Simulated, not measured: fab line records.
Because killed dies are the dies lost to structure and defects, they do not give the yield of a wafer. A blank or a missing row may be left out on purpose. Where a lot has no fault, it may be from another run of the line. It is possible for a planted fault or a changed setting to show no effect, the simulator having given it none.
Chamber matching -- flow nandHarc -- NHARC_A_CHANNEL_HOLE_D1_DEP_01 on pecvd-01 has 3 sister chambers
The step deposits SiON, target thk 140 nm. 6 wafers are shown with their chamber, then 7 later ones without.

== WAFERS, EACH WITH ITS CHAMBER ==
wafer,chamber,heaterPowerW (W),rfFwdPowerW (W)
L837.6,1,731,345.9
L840.5,2,831,346.4
L843.3,2,801,349.4
L843.5,0,747,347.7
L856.2,1,697,351.1
L856.3,0,797,347.6

== WAFERS WHOSE CHAMBER IS MISSING ==
wafer,heaterPowerW (W),rfFwdPowerW (W)
L856.4,737,349.1
L858.2,739,349.6
L858.4,748,349.7
L858.5,758,349.1
L860.1,688,349.6
L860.2,663,347.7
L860.3,808,348.9

== EACH ONE'S CHAMBER ==
wafer,from the rows above,in truth
L856.4,can't be placed: 1 or 0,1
L858.2,can't be placed: 1 or 0 or 2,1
L858.4,can't be placed: 0 or 1 or 2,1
L858.5,can't be placed: 0 or 1 or 2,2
L860.1,1,1
L860.2,1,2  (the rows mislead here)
L860.3,can't be placed: 2 or 0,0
1 of 7 placed correctly. These rows do not allow placing 5 (true chamber among the candidates in 5). Wrongly placed: 1.
How it was worked out, from the rows above alone: a wafer's distance from a chamber is the root of the sum, over the readings, of the square of ((its reading less the chamber's mean) divided by the reading's scatter). If the next closest chamber is less than 2 further off than the closest, the wafer can't be placed; otherwise it belongs to the closest. For every chamber, the mean is computed from those of its wafers that are shown. The scatter: take each reading less its chamber's mean, square it, sum over the shown wafers, divide by the number of wafers less the number of chambers, and take the root.
